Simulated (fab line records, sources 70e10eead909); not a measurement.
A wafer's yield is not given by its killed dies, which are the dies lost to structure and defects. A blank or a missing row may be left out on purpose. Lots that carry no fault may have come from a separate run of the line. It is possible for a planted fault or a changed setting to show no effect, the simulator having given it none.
fab line records | flow nand_harc
record: lots: 22 wafers: 66 last_day: 34
route steps=1302 shown A_STAIRCASE@712
lots that met no fault: taken from a fault-free run of the same line
start_h: the number of hours between the record's first day and the start of the first shown wafer of the lot | wait_h: hours since the lot's step before | " repeats the value in the row above | L1.1+2: a single row standing in for several wafers | - no value, or no start given | * or withheld: withheld | < > ~ a bound
route shown NAME@n: names a module that has steps shown in the file, with the first one's number in the route | usual: mean and standard deviation over wafers with no fault | same: alike in all rows | chamber/n: place in a boat | sites: readings site by site | _std_site: standard deviation across them | _edge_site: inner sites' mean taken away from outer sites' mean | radius_mm: for every site, how far away it sits from the centre of the wafer | mask NAME#n: copy n | behind: the most recent tool/chamber to have shaped the wafer | hold: what put the lot on hold/how long, in hours/how the hold closed | device: which transistor (n, p or np) failed to switch | end of line: the route-end tests of the same wafers | for a step that has no rows: nothing shown but its recipe | killed: dies that structure and defects cost at the first sort, which is not the same as the wafer's yield | map: the dies of a wafer, with x for killed, . for not killed, _ for no die there
set.NAME: setting as actually run; set.NAME@STEP: the setting as run at that earlier step | model.NAME: the simulator's own value behind a step, which no gauge read
the route's steps for a sample of lots (tables are steps, rows are wafers)
services: when a tool's chamber went out of use (start_h, in hours from the record's first day, below 0 if earlier), for how many hours, and the reason
== steps ==
step: NHARC_A_STAIRCASE_TRIM_198
recipe: time_s: 211.2 o2_flow_sccm: 500 ar_flow_sccm: 0 bias_w: 0 chemistry: O2
usual: chamber_pressure_mTorr: 59.99/0.054 drypump_motor_current_A: 5.8/0.56 oes_product_au: 0.998/0.008 rf_vpp_V: 57.7/0.83 showerhead_plenum_p_Torr: 3.52/0.15 throttle_valve_pct: 17.036/0.0099
columns lot.wafer tool chamber start_h wait_h chamber_pressure_mTorr drypump_motor_current_A oes_product_au rf_hours_counter_h rf_vpp_V showerhead_plenum_p_Torr throttle_valve_pct
L074.4 rie_diel-07 3 - - 60.04 5.1 0.992 20 58.3 3.43 17.031
L074.3 " 2 " " 60.01 6.5 0.997 23 57.6 3.55 17.041
L074.6 " 3 " " 59.96 5.1 1.005 - 58.1 3.43 17.032
L075.4 rie_diel-02 1 - - 59.93 5.7 1.001 49 58.6 3.41 17.034
L075.2 " 2 " " 59.97 5.4 0.990 46 57.9 3.34 17.047
L075.1 " 0 " " 59.90 4.9 0.995 48 58.1 3.27 17.032
L076.4 rie_diel-04 1 - - 60.02 6.7 1.003 5 58.8 3.64 17.028
L076.1 " 2 " " 60.03 6.3 0.999 4 58.3 3.42 17.056
L076.6 " 2 " " 60.08 6.3 1.008 - 57.2 3.42 17.035
L077.1 rie_diel-02 2 - - 59.91 5.4 1.003 49 56.9 3.34 17.024
L077.3 " 3 " " 59.95 5.4 1.006 49 58.8 3.49 17.051
L077.5 " 3 " " 59.99 5.4 1.001 - 57.3 3.49 17.027
L078.3 rie_diel-07 1 - - 59.96 6.1 0.986 35 59.0 3.75 17.040
L078.2 " 3 " " 60.03 5.1 1.004 32 58.4 3.42 17.040
L078.4 " 3 " " 60.02 5.1 0.992 - 58.0 3.42 17.032
L079.4 rie_diel-02 1 - - 59.95 5.6 0.994 1 57.6 3.41 17.050
L079.1 " 2 " " 60.00 5.4 0.995 1 57.0 3.33 17.031
L079.5 " 2 " " 59.95 5.4 0.999 - 57.4 3.33 17.016
L080.4 rie_diel-07 0 - - 59.89 6.0 0.994 37 57.4 3.58 17.047
L080.3 " 3 " " 59.99 5.1 0.997 36 57.2 3.42 17.036
L080.5 " 1 " " 60.03 6.1 0.982 - 58.7 3.75 17.031
L081.2 rie_diel-04 2 - - 60.01 6.3 1.006 30 57.1 3.41 17.045
L081.6 " 0 " " 60.03 6.0 1.002 - 58.3 3.30 17.014
L081.5 " 1 " " 59.95 6.8 1.004 - 58.7 3.62 17.012
L083.1 rie_diel-07 2 - - 60.00 6.5 0.998 43 57.3 3.54 17.038
L083.2 " 0 " " 60.05 6.1 0.995 49 56.8 3.57 17.029
L083.6 " 3 " " 59.91 5.1 0.995 - 58.4 3.41 17.017
L084.1 rie_diel-04 1 - - 59.95 6.7 1.000 38 57.3 3.62 17.032
L084.3 " 2 " " 59.98 6.3 1.012 33 57.8 3.40 17.036
L084.6 " 1 " " 59.90 6.7 1.010 - 58.3 3.62 17.025
L086.2 rie_diel-02 2 - - 60.10 5.4 0.998 24 58.3 3.32 17.019
L086.4 " 0 " " 60.06 4.9 1.001 - 57.9 3.79 17.042
L086.6 " 3 " " 60.00 5.4 0.998 - 58.0 3.48 17.048
L085.1 rie_diel-07 0 - - 59.97 6.0 1.005 2 58.4 3.57 17.051
L085.2 " 1 " " 59.99 6.1 0.991 2 59.1 3.74 17.055
L085.5 " 2 " " 59.99 6.5 1.020 - 57.4 3.54 17.044
L087.3 rie_diel-02 1 - - 59.97 5.7 0.991 23 57.6 3.40 17.034
L087.2 " 2 " " 60.01 5.4 0.987 28 57.5 3.32 17.042
L087.5 " 0 " " 59.99 4.9 0.991 - 59.3 3.79 17.031
L089.3 rie_diel-07 0 - - 60.03 6.1 0.995 6 58.4 3.57 17.026
L089.2 " 1 " " 59.96 6.1 0.990 6 57.0 3.74 17.025
L089.4 " 2 " " 60.02 6.5 1.017 7 57.6 3.53 17.048
L090.2 rie_diel-07 3 - - 59.94 5.1 0.990 12 57.4 3.40 17.044
L090.4 " 0 " " 59.94 6.0 0.994 10 57.3 3.57 17.023
L090.3 " 1 " " 59.98 6.1 0.997 13 58.0 3.73 17.048
L091.2 rie_diel-02 0 - - 60.05 4.9 0.995 47 58.1 3.78 17.032
L091.4 " 1 " " 60.01 5.7 0.988 39 57.9 3.39 17.023
L091.5 " 1 " " 60.03 5.7 0.980 - 55.8 3.39 17.036
L092.1 rie_diel-02 3 - - 60.02 5.4 0.986 51 59.1 3.46 17.038
L092.3 " 1 " " 60.05 5.7 0.981 39 57.4 3.39 17.039
L092.6 " 3 " " 60.04 5.4 0.983 - 56.7 3.46 17.030
L095.1 rie_diel-07 2 - - 59.99 6.5 1.004 30 57.9 3.52 17.029
L095.3 " 0 " " 59.97 6.0 0.992 27 56.9 3.56 17.040
L095.5 " 3 " " 59.97 5.1 0.984 - 57.1 3.40 17.044
L094.4 rie_diel-04 1 - - 60.09 6.8 1.003 13 57.7 3.60 17.027
L094.1 " 2 " " 60.06 6.4 1.002 12 56.0 3.39 17.041
L094.2 " 3 " " 59.99 6.0 1.000 9 57.6 3.41 17.029
L093.1 rie_diel-04 0 - - 59.94 6.1 1.001 11 59.1 3.80 17.036
L093.6 " 0 " " 59.98 6.1 0.997 - 57.8 3.80 17.031
L093.4 " 1 " " 59.99 6.8 0.997 - 58.2 3.60 17.043
L097.4 rie_diel-07 0 - - 60.03 6.1 0.998 32 58.5 3.55 17.043
L097.1 " 2 " " 59.96 6.5 1.009 37 57.0 3.52 17.043
L097.5 " 0 " " 60.05 6.1 0.996 - 57.6 3.55 17.029
L096.2 rie_diel-07 1 - - 59.94 6.1 1.006 39 58.2 3.72 17.034
L096.5 " 0 " " 59.93 6.0 1.008 - 59.0 3.55 17.050
L096.6 " 1 " " 59.97 6.1 1.001 - 56.4 3.72 17.023
step: NHARC_A_STAIRCASE_ETCH_223
recipe: target_depth_a: 1000 time_s: 40.5 ion_energy_ev: 400 c4f8_flow_sccm: 20 o2_flow_sccm: 10 ar_flow_sccm: withheld rf_w: 600 bias_w: 1000 chemistry: C4F8/O2
usual: chamber_pressure_mTorr: 25.003/0.023 oes_product_au: 0.942/0.011 rf_vpp_V: 895/5.6
columns lot.wafer tool chamber start_h wait_h chamber_pressure_mTorr oes_product_au rf_hours_counter_h rf_vpp_V
L074.3 rie_diel-02 3 - - 25.019 0.972 46 895
L074.4 " 0 " " 25.051 0.960 48 887
L074.6 " 2 " " 24.993 0.952 - 889
L075.4 rie_diel-04 0 - - 25.013 0.946 0 888
L075.1 " 1 " " 24.972 0.944 0 901
L075.2 " 3 " " 24.991 0.944 0 893
L076.4 rie_diel-07 2 - - 24.981 0.929 26 896
L076.1 " 3 " " 24.997 0.934 23 892
L076.6 " 2 " " 25.005 0.943 - 896
L077.3 rie_diel-04 1 - - 24.987 0.924 15 900
L077.1 " 3 " " 24.999 0.933 9 894
L077.5 " 0 " " 25.026 0.933 - 887
L078.3 rie_diel-07 0 - - 24.992 0.928 32 899
L078.4 " 1 " " 24.996 0.935 35 903
L078.2 " 3 " " 25.013 0.939 33 891
L079.4 rie_diel-02 1 - - 24.986 0.945 2 892
L079.1 " 3 " " 24.996 0.960 2 894
L079.5 " 0 " " 24.969 0.963 - 907
L080.4 rie_diel-04 0 - - 24.995 0.932 28 887
L080.3 " 2 " " 25.016 0.954 20 891
L080.5 " 3 " " 25.014 0.964 - 894
L081.2 rie_diel-07 3 - - 25.003 0.944 47 891
L081.5 " 3 " " 25.022 0.932 - 892
L081.6 " 2 " " 25.020 0.942 - 896
L083.2 rie_diel-04 1 - - 25.031 0.944 38 899
L083.1 " 2 " " 24.993 0.956 34 892
L083.6 " 1 " " 25.010 0.948 - 898
L084.3 rie_diel-02 3 - - 25.003 0.936 16 895
L084.1 " 1 " " 25.023 0.953 15 891
L084.6 " 3 " " 24.976 0.941 - 893
L086.2 rie_diel-02 3 - - 25.002 0.944 30 894
L086.4 " 0 " " 24.981 0.950 29 906
L086.6 " 3 " " 25.011 0.940 - 894
L085.1 rie_diel-02 1 - - 25.003 0.939 22 891
L085.2 " 2 " " 24.990 0.938 26 889
L085.5 " 1 " " 25.031 0.938 - 891
L087.3 rie_diel-07 1 - - 24.975 0.937 4 904
L087.2 " 3 " " 25.007 0.964 4 892
L087.5 " 1 " " 25.032 0.936 - 904
L089.2 rie_diel-02 2 - - 24.999 0.931 31 888
L089.3 " 0 " " 25.005 0.941 35 905
L089.4 " 1 " " 25.023 0.942 27 892
L090.4 rie_diel-07 1 - - 24.996 0.934 16 904
L090.2 " 2 " " 24.933 0.938 16 896
L090.3 " 3 " " 25.034 0.933 16 891
L091.4 rie_diel-07 3 - - 25.022 0.938 21 890
L091.2 " 0 " " 24.981 0.952 19 896
L091.5 " 2 " " 25.009 0.943 - 895
L092.3 rie_diel-07 0 - - 25.026 0.953 19 897
L092.1 " 3 " " 25.021 0.957 21 892
L092.6 " 1 " " 25.011 0.949 - 903
L094.4 rie_diel-07 0 - - 25.034 0.933 29 898
L094.2 " 2 " " 24.993 0.946 34 896
L094.1 " 3 " " 25.038 0.940 31 891
L095.1 rie_diel-04 1 - - 24.986 0.953 15 899
L095.3 " 3 " " 24.966 0.956 11 892
L095.5 " 1 " " 25.047 0.952 - 899
L093.1 rie_diel-07 2 - - 25.061 0.940 34 894
L093.4 " 3 " " 25.010 0.923 31 891
L093.6 " 2 " " 25.011 0.926 - 894
L097.1 rie_diel-02 2 - - 25.005 0.920 4 889
L097.4 " 1 " " 24.982 0.939 4 888
L097.5 " 2 " " 25.021 0.944 - 887
L096.2 rie_diel-04 1 - - 24.999 0.959 19 898
L096.5 " 0 " " 24.997 0.942 - 906
L096.6 " 1 " " 24.985 0.957 - 899
step: NHARC_A_STAIRCASE_ETCH_227
recipe: target_depth_a: 1000 time_s: 40.5 ion_energy_ev: 400 c4f8_flow_sccm: 20 o2_flow_sccm: 10 ar_flow_sccm: withheld rf_w: 600 bias_w: 1000 chemistry: C4F8/O2
usual: chamber_pressure_mTorr: 25.001/0.022 oes_product_au: 0.943/0.0095 rf_vpp_V: 896/5.6
columns lot.wafer tool chamber start_h wait_h chamber_pressure_mTorr oes_product_au rf_hours_counter_h rf_vpp_V
L074.4 rie_diel-02 0 - - 25.024 0.943 49 887
L074.3 " 2 " " 25.040 0.948 47 889
L074.6 " 1 " " 25.002 0.958 - 892
L075.2 rie_diel-04 1 - - 25.045 0.936 0 901
L075.1 " 2 " " 24.954 0.942 0 892
L075.4 " 3 " " 24.998 0.961 0 894
L076.1 rie_diel-07 3 - - 24.998 0.945 23 893
L076.4 " 0 " " 25.011 0.927 22 898
L076.6 " 3 " " 24.972 0.937 - 891
L077.3 rie_diel-04 1 - - 24.970 0.941 15 899
L077.1 " 2 " " 24.994 0.954 10 892
L077.5 " 1 " " 25.000 0.945 - 900
L078.2 rie_diel-07 0 - - 24.964 0.953 33 898
L078.3 " 2 " " 24.993 0.952 27 896
L078.4 " 3 " " 24.985 0.941 33 891
L079.4 rie_diel-02 2 - - 25.031 0.943 2 889
L079.1 " 1 " " 25.005 0.929 2 893
L079.5 " 2 " " 25.008 0.945 - 890
L080.4 rie_diel-04 2 - - 25.015 0.943 20 892
L080.3 " 3 " " 25.009 0.951 20 894
L080.5 " 2 " " 24.991 0.944 - 892
L081.2 rie_diel-07 0 - - 25.001 0.932 48 899
L081.5 " 0 " " 25.023 0.948 - 897
L081.6 " 2 " " 25.007 0.936 - 897
L083.2 rie_diel-04 2 - - 25.019 0.968 34 892
L083.1 " 3 " " 25.020 0.955 34 892
L083.6 " 1 " " 24.993 0.944 - 899
L084.3 rie_diel-02 2 - - 25.005 0.943 16 887
L084.1 " 0 " " 24.978 0.954 15 907
L084.6 " 1 " " 25.006 0.940 - 892
L086.4 rie_diel-02 1 - - 24.995 0.934 21 892
L086.2 " 2 " " 25.029 0.948 26 888
L086.6 " 3 " " 24.984 0.936 - 893
L085.1 rie_diel-02 0 - - 25.004 0.949 30 907
L085.2 " 1 " " 25.010 0.939 22 890
L085.5 " 0 " " 24.987 0.942 - 905
L087.3 rie_diel-07 0 - - 25.022 0.952 4 897
L087.2 " 3 " " 25.002 0.955 4 892
L087.5 " 1 " " 25.018 0.942 - 903
L089.4 rie_diel-02 1 - - 24.966 0.940 27 892
L089.3 " 3 " " 25.039 0.938 36 894
L089.2 " 0 " " 25.024 0.931 35 906
L090.3 rie_diel-07 1 - - 24.994 0.941 16 903
L090.4 " 2 " " 25.015 0.952 16 897
L090.2 " 0 " " 24.973 0.939 15 899
L091.2 rie_diel-07 1 - - 25.040 0.934 20 903
L091.4 " 3 " " 24.999 0.933 21 892
L091.5 " 2 " " 24.993 0.946 - 896
L092.1 rie_diel-07 1 - - 25.017 0.935 20 903
L092.3 " 3 " " 25.025 0.943 21 890
L092.6 " 2 " " 25.010 0.957 - 896
L094.2 rie_diel-07 2 - - 25.000 0.950 34 897
L094.1 " 3 " " 25.018 0.938 31 892
L094.4 " 0 " " 25.017 0.935 30 898
L095.3 rie_diel-04 3 - - 24.991 0.944 11 891
L095.1 " 0 " " 24.970 0.944 12 904
L095.5 " 3 " " 25.006 0.943 - 893
L093.1 rie_diel-07 0 - - 25.042 0.954 30 897
L093.4 " 2 " " 24.983 0.954 34 895
L093.6 " 0 " " 24.984 0.951 - 897
L097.4 rie_diel-02 2 - - 24.986 0.949 4 887
L097.1 " 3 " " 24.996 0.952 5 893
L097.5 " 0 " " 25.043 0.947 - 904
L096.2 rie_diel-04 2 - - 24.991 0.954 18 891
L096.5 " 0 " " 24.986 0.944 - 906
L096.6 " 1 " " 24.990 0.950 - 898
step: NHARC_A_STAIRCASE_ETCH_230
recipe: target_depth_a: 1000 time_s: 40.5 ion_energy_ev: 400 c4f8_flow_sccm: 20 o2_flow_sccm: 10 ar_flow_sccm: withheld rf_w: 600 bias_w: 1000 chemistry: C4F8/O2
usual: chamber_pressure_mTorr: 24.999/0.022 oes_product_au: 0.949/0.019 rf_vpp_V: 896/6
columns lot.wafer tool chamber start_h wait_h chamber_pressure_mTorr oes_product_au rf_hours_counter_h rf_vpp_V
L074.4 rie_diel-02 1 - - 24.979 0.960 50 892
L074.3 " 3 " " 25.035 0.939 46 894
L074.6 " 1 " " 25.004 0.952 - 891
L075.2 rie_diel-04 2 - - 24.981 0.946 1 893
L075.1 " 3 " " 25.002 0.951 0 894
L075.4 " 1 " " 24.950 0.946 1 901
L076.1 rie_diel-07 3 - - 24.997 0.945 23 891
L076.4 " 0 " " 24.960 0.941 22 899
L076.6 " 0 " " 24.980 0.943 - 898
L077.3 rie_diel-04 0 - - 25.011 0.934 14 889
L077.1 " 2 " " 24.985 0.945 11 892
L077.5 " 0 " " 25.034 0.939 - 888
L078.2 rie_diel-07 3 - - 25.026 0.931 33 892
L078.3 " 1 " " 24.993 0.936 36 905
L078.4 " 2 " " 24.963 0.937 27 897
L079.4 rie_diel-02 3 - - 24.987 0.949 2 895
L079.1 " 0 " " 24.993 0.932 2 906
L079.5 " 0 " " 25.040 0.942 - 906
L080.4 rie_diel-02 3 - - 25.008 0.916 6 894
L080.3 " 0 " " 25.015 0.932 6 905
L080.5 " 2 " " 24.999 0.912 - 890
L081.2 rie_diel-04 2 - - 25.015 0.975 30 890
L081.6 " 1 " " 24.985 0.979 - 900
L081.5 " 2 " " 24.993 0.971 - 890
L083.1 rie_diel-04 1 - - 24.987 0.948 39 898
L083.2 " 0 " " 24.973 0.935 42 888
L083.6 " 1 " " 24.993 0.946 - 899
L084.1 rie_diel-02 3 - - 24.964 0.937 17 893
L084.3 " 2 " " 25.025 0.930 16 888
L084.6 " 0 " " 24.962 0.940 - 905
L086.4 rie_diel-02 2 - - 25.033 0.937 26 888
L086.2 " 3 " " 25.035 0.943 30 894
L086.6 " 1 " " 24.975 0.936 - 890
L085.1 rie_diel-07 3 - - 25.004 0.976 2 894
L085.2 " 0 " " 25.003 0.960 2 898
L085.5 " 3 " " 24.961 0.967 - 892
L087.2 rie_diel-07 1 - - 24.994 0.932 4 904
L087.3 " 2 " " 25.006 0.954 4 897
L087.5 " 1 " " 24.985 0.935 - 905
L089.2 rie_diel-02 3 - - 24.996 0.936 36 894
L089.3 " 0 " " 24.993 0.933 36 905
L089.4 " 1 " " 24.997 0.932 28 891
L090.2 rie_diel-02 1 533.18 - 24.984 0.920 37 891
L090.3 " 2 " " 24.983 0.910 42 888
L090.4 " 3 " " 24.999 0.918 48 893
L091.4 rie_diel-02 0 - - 24.998 0.953 48 904
L091.2 " 2 " " 24.991 0.961 46 889
L091.5 " 1 " " 24.994 0.975 - 891
L092.3 rie_diel-04 1 - - 24.989 0.957 1 899
L092.1 " 2 " " 25.014 0.976 1 891
L092.6 " 2 " " 24.999 0.965 - 892
L094.4 rie_diel-02 1 - - 24.997 0.983 0 890
L094.2 " 2 " " 24.989 0.982 0 888
L094.1 " 3 " " 25.005 0.955 0 893
L095.1 rie_diel-04 1 - - 24.996 0.946 15 899
L095.3 " 3 " " 25.041 0.940 11 891
L095.5 " 3 " " 24.978 0.945 - 892
L093.4 rie_diel-02 3 - - 24.974 0.982 1 894
L093.1 " 0 " " 24.969 0.980 1 905
L093.6 " 3 " " 24.993 0.980 - 893
L097.4 rie_diel-07 2 - - 24.990 0.989 38 896
L097.1 " 0 " " 25.007 0.956 33 897
L097.5 " 2 " " 25.004 0.989 - 895
L096.2 rie_diel-02 2 - - 25.061 0.969 5 888
L096.6 " 3 " " 24.997 0.965 - 892
L096.5 " 0 " " 25.003 0.969 - 904
step: NHARC_A_STAIRCASE_TRIM_233
recipe: time_s: 211.2 o2_flow_sccm: 500 ar_flow_sccm: 0 bias_w: 0 chemistry: O2
usual: chamber_pressure_mTorr: 60.00/0.055 drypump_motor_current_A: 5.7/0.56 oes_product_au: 0.999/0.0092 rf_vpp_V: 57.7/0.96 showerhead_plenum_p_Torr: 3.50/0.16 throttle_valve_pct: 17.037/0.0092
columns lot.wafer tool chamber start_h wait_h chamber_pressure_mTorr drypump_motor_current_A oes_product_au rf_hours_counter_h rf_vpp_V showerhead_plenum_p_Torr throttle_valve_pct
L074.4 rie_diel-02 1 - - 59.97 5.7 1.013 50 59.0 3.41 17.038
L074.3 " 2 " " 59.91 5.4 1.016 47 58.2 3.34 17.028
L074.6 " 0 " " 60.01 4.9 1.023 - 56.6 3.27 17.036
L075.4 rie_diel-04 2 - - 60.04 6.3 0.986 1 55.5 3.42 17.018
L075.2 " 3 " " 59.98 6.0 0.996 1 58.4 3.45 17.035
L075.1 " 1 " " 60.09 6.7 0.997 1 58.4 3.64 17.046
L076.4 rie_diel-07 2 - - 59.98 6.5 0.994 26 57.1 3.55 17.037
L076.1 " 3 " " 59.95 5.1 0.995 23 56.7 3.43 17.045
L076.6 " 2 " " 59.98 6.5 0.990 - 57.7 3.55 17.042
L077.1 rie_diel-04 2 - - 60.00 6.3 0.994 11 56.8 3.42 17.046
L077.3 " 3 " " 60.04 6.0 0.997 10 57.8 3.45 17.034
L077.5 " 2 " " 60.04 6.3 1.013 - 56.5 3.42 17.030
L078.4 rie_diel-07 1 - - 60.03 6.1 0.998 36 57.6 3.75 17.043
L078.2 " 3 " " 59.98 5.1 1.002 33 57.5 3.42 17.028
L078.3 " 0 " " 60.05 6.0 0.998 33 58.5 3.58 17.033
L079.4 rie_diel-02 0 - - 59.98 4.9 1.006 3 57.9 3.81 17.026
L079.1 " 1 " " 60.04 5.7 0.988 2 57.1 3.41 17.047
L079.5 " 0 " " 59.95 4.9 1.006 - 58.3 3.81 17.033
L080.3 rie_diel-02 3 - - 60.00 5.4 1.004 6 57.8 3.49 17.034
L080.4 " 0 " " 60.02 4.9 0.999 7 59.9 3.80 17.043
L080.5 " 0 " " 59.97 4.9 0.999 - 58.0 3.80 17.043
L081.2 rie_diel-04 0 - - 60.06 6.0 1.010 41 56.6 3.30 17.056
L081.5 " 1 " " 60.06 6.8 1.000 - 57.7 3.62 17.037
L081.6 " 2 " " 60.13 6.3 1.010 - 58.1 3.40 17.030
L083.1 rie_diel-04 2 - - 60.07 6.3 1.015 34 59.0 3.40 17.039
L083.2 " 1 " " 60.05 6.7 0.996 39 58.9 3.62 17.056
L083.6 " 2 " " 59.98 6.3 1.021 - 58.3 3.40 17.033
L084.3 rie_diel-02 3 - - 60.04 5.4 0.989 17 58.0 3.48 17.041
L084.1 " 1 " " 60.08 5.7 0.987 15 58.4 3.40 17.042
L084.6 " 3 " " 59.99 5.4 0.987 - 58.6 3.48 17.035
L086.2 rie_diel-02 0 - - 60.00 4.9 0.998 29 58.2 3.79 17.034
L086.4 " 1 " " 60.00 5.7 0.990 21 58.3 3.40 17.036
L086.6 " 1 " " 60.04 5.7 0.982 - 58.0 3.40 17.022
L085.1 rie_diel-07 2 - - 60.01 6.5 1.008 2 58.1 3.54 17.051
L085.2 " 0 " " 59.97 6.1 0.998 2 57.2 3.57 17.029
L085.5 " 2 " " 60.02 6.5 0.999 - 57.4 3.54 17.037
L087.2 rie_diel-07 0 - - 59.90 6.1 1.005 4 58.3 3.57 17.037
L087.3 " 1 " " 60.04 6.1 1.013 4 58.6 3.74 17.015
L087.5 " 3 " " 60.05 5.1 1.000 - 59.2 3.41 17.041
L089.2 rie_diel-02 2 - - 60.01 5.5 0.985 32 57.2 3.32 17.034
L089.4 " 3 " " 60.03 5.4 0.992 37 55.2 3.47 17.045
L089.3 " 0 " " 59.92 4.9 0.999 36 58.2 3.79 17.044
L090.2 rie_diel-02 0 - - 60.04 4.9 0.995 46 60.0 3.78 17.039
L090.3 " 1 " " 60.06 5.7 0.979 37 60.1 3.39 17.028
L090.4 " 2 " " 59.93 5.4 0.987 43 57.7 3.31 17.054
L091.2 rie_diel-02 2 - - 60.04 5.4 0.995 46 57.5 3.31 17.042
L091.4 " 0 " " 59.99 4.9 1.003 48 58.0 3.78 17.035
L091.5 " 2 " " 60.03 5.4 0.990 - 55.3 3.31 17.054
L092.3 rie_diel-04 0 - - 60.07 6.1 0.998 1 57.8 3.81 17.036
L092.1 " 2 " " 59.94 6.3 0.989 1 57.9 3.39 17.035
L092.6 " 1 " " 60.08 6.8 0.997 - 58.5 3.61 17.047
L094.4 rie_diel-02 3 - - 59.96 5.4 1.000 0 58.3 3.46 17.041
L094.2 " 0 " " 59.92 4.9 1.010 0 58.6 3.78 17.024
L094.1 " 2 " " 59.97 5.4 0.996 0 57.6 3.31 17.024
L095.3 rie_diel-04 3 - - 60.02 6.1 1.013 12 57.3 3.41 17.033
L095.1 " 0 " " 59.91 6.1 1.006 12 59.0 3.80 17.036
L095.5 " 0 " " 59.96 6.1 0.986 - 59.0 3.80 17.026
L093.4 rie_diel-02 3 - - 60.06 5.4 1.005 1 58.5 3.46 17.035
L093.1 " 0 " " 60.09 4.9 1.014 1 58.4 3.78 17.050
L093.6 " 2 " " 59.98 5.4 1.007 - 57.0 3.31 17.034
L097.4 rie_diel-07 3 - - 59.99 5.0 0.992 34 57.3 3.39 17.033
L097.1 " 1 " " 60.00 6.1 1.005 39 56.0 3.72 17.028
L097.5 " 0 " " 59.92 6.0 1.006 - 57.7 3.55 17.033
L096.2 rie_diel-02 0 - - 59.95 4.9 1.005 5 58.5 3.77 17.039
L096.5 " 1 " " 60.05 5.7 0.999 - 59.0 3.38 17.045
L096.6 " 2 " " 59.98 5.4 0.998 - 58.3 3.30 17.044
step: NHARC_A_STAIRCASE_ETCH_234
recipe: target_depth_a: 1000 time_s: 40.5 ion_energy_ev: 400 c4f8_flow_sccm: 20 o2_flow_sccm: 10 ar_flow_sccm: withheld rf_w: 600 bias_w: 1000 chemistry: C4F8/O2
usual: chamber_pressure_mTorr: 24.998/0.021 oes_product_au: 0.944/0.011 rf_vpp_V: 895/5.9
columns lot.wafer tool chamber start_h wait_h chamber_pressure_mTorr oes_product_au rf_hours_counter_h rf_vpp_V
L074.4 rie_diel-02 2 - - 24.986 0.939 47 889
L074.3 " 3 " " 24.981 0.956 46 893
L074.6 " 3 " " 24.968 0.944 - 894
L075.4 rie_diel-04 2 - - 24.986 0.934 1 893
L075.2 " 3 " " 25.046 0.942 1 893
L075.1 " 1 " " 24.986 0.940 1 900
L076.1 rie_diel-07 3 - - 24.959 0.950 23 893
L076.4 " 1 " " 24.999 0.936 25 904
L076.6 " 3 " " 24.975 0.946 - 892
L077.3 rie_diel-04 3 - - 25.000 0.944 10 893
L077.1 " 0 " " 25.015 0.942 15 888
L077.5 " 3 " " 24.985 0.945 - 893
L078.3 rie_diel-07 0 - - 25.016 0.954 33 897
L078.4 " 1 " " 24.995 0.930 36 904
L078.2 " 2 " " 24.977 0.940 27 895
L079.1 rie_diel-02 2 - - 25.008 0.935 2 890
L079.4 " 0 " " 25.031 0.946 3 906
L079.5 " 2 " " 24.996 0.936 - 888
L080.4 rie_diel-02 3 - - 24.999 0.937 6 894
L080.3 " 0 " " 24.969 0.932 7 906
L080.5 " 1 " " 24.999 0.921 - 891
L081.2 rie_diel-04 2 - - 25.021 0.947 33 893
L081.5 " 0 " " 25.014 0.955 - 889
L081.6 " 1 " " 24.964 0.950 - 898
L083.1 rie_diel-04 0 - - 24.993 0.941 43 887
L083.2 " 1 " " 25.002 0.946 39 898
L083.6 " 0 " " 25.022 0.942 - 886
L084.1 rie_diel-02 1 - - 25.000 0.943 15 893
L084.3 " 2 " " 25.030 0.929 17 889
L084.6 " 2 " " 24.980 0.942 - 889
L086.4 rie_diel-02 2 - - 25.021 0.935 26 888
L086.2 " 0 " " 24.989 0.942 29 904
L086.6 " 1 " " 25.008 0.934 - 893
L085.2 rie_diel-07 1 - - 25.042 0.950 2 904
L085.1 " 2 " " 24.965 0.953 2 896
L085.5 " 2 " " 25.002 0.943 - 898
L087.3 rie_diel-07 2 - - 25.020 0.923 5 895
L087.2 " 0 " " 24.975 0.947 4 898
L087.5 " 2 " " 24.965 0.924 - 897
L089.2 rie_diel-02 3 - - 25.001 0.952 37 896
L089.4 " 0 " " 24.963 0.946 36 905
L089.3 " 2 " " 24.980 0.926 32 890
L090.4 rie_diel-02 3 - - 24.991 0.924 48 894
L090.2 " 0 " " 24.977 0.925 46 905
L090.3 " 1 " " 24.966 0.949 37 891
L091.4 rie_diel-02 0 - - 25.008 0.951 49 904
L091.2 " 2 " " 25.029 0.940 46 888
L091.5 " 1 " " 25.006 0.945 - 891
L092.3 rie_diel-04 0 - - 25.036 0.952 2 907
L092.1 " 2 " " 24.994 0.957 1 891
L092.6 " 1 " " 25.006 0.957 - 900
L094.2 rie_diel-02 0 - - 25.034 0.936 0 905
L094.1 " 1 " " 24.999 0.953 0 892
L094.4 " 2 " " 24.983 0.954 0 887
L095.3 rie_diel-04 3 - - 25.012 0.946 12 893
L095.1 " 0 " " 24.964 0.947 12 905
L095.5 " 3 " " 24.990 0.947 - 892
L093.1 rie_diel-02 0 - - 24.987 0.969 1 904
L093.4 " 1 " " 24.982 0.944 1 891
L093.6 " 1 " " 25.005 0.949 - 890
L097.4 rie_diel-07 3 - - 24.993 0.940 34 892
L097.1 " 0 " " 24.978 0.949 33 897
L097.5 " 1 " " 25.018 0.954 - 902
L096.2 rie_diel-02 1 - - 25.004 0.954 4 892
L096.6 " 3 " " 24.962 0.956 - 894
L096.5 " 0 " " 24.978 0.956 - 905
== services ==
columns tool chamber start_h hours kind
rie_diel-02 0 348.67 - clean
rie_diel-02 1 348.67 - clean
rie_diel-02 2 348.67 - clean
rie_diel-02 3 348.67 - clean
rie_diel-04 - 356.06 9.0 pm
rie_diel-02 0 373.22 - clean
rie_diel-02 1 373.22 - clean
rie_diel-02 2 373.22 - clean
rie_diel-02 3 373.22 - clean
rie_diel-02 2 380.55 4.6 repair
rie_diel-02 1 381.88 2.5 repair
rie_diel-02 1 385.54 6.1 repair
rie_diel-02 - 393.99 9.0 pm
rie_diel-02 0 393.99 9.0 vent_cycle
rie_diel-07 3 400.91 2.5 repair
rie_diel-04 1 437.29 2.6 repair
rie_diel-07 1 452.42 8.5 repair
rie_diel-07 - 473.40 9.0 pm
rie_diel-02 1 479.20 9.0 repair
rie_diel-07 - 510.32 0.1 repair
rie_diel-04 - 533.09 9.0 pm
rie_diel-02 2 543.98 5.1 repair
rie_diel-07 0 544.77 7.0 repair
rie_diel-02 - 570.99 9.0 pm
== key ==
fault none
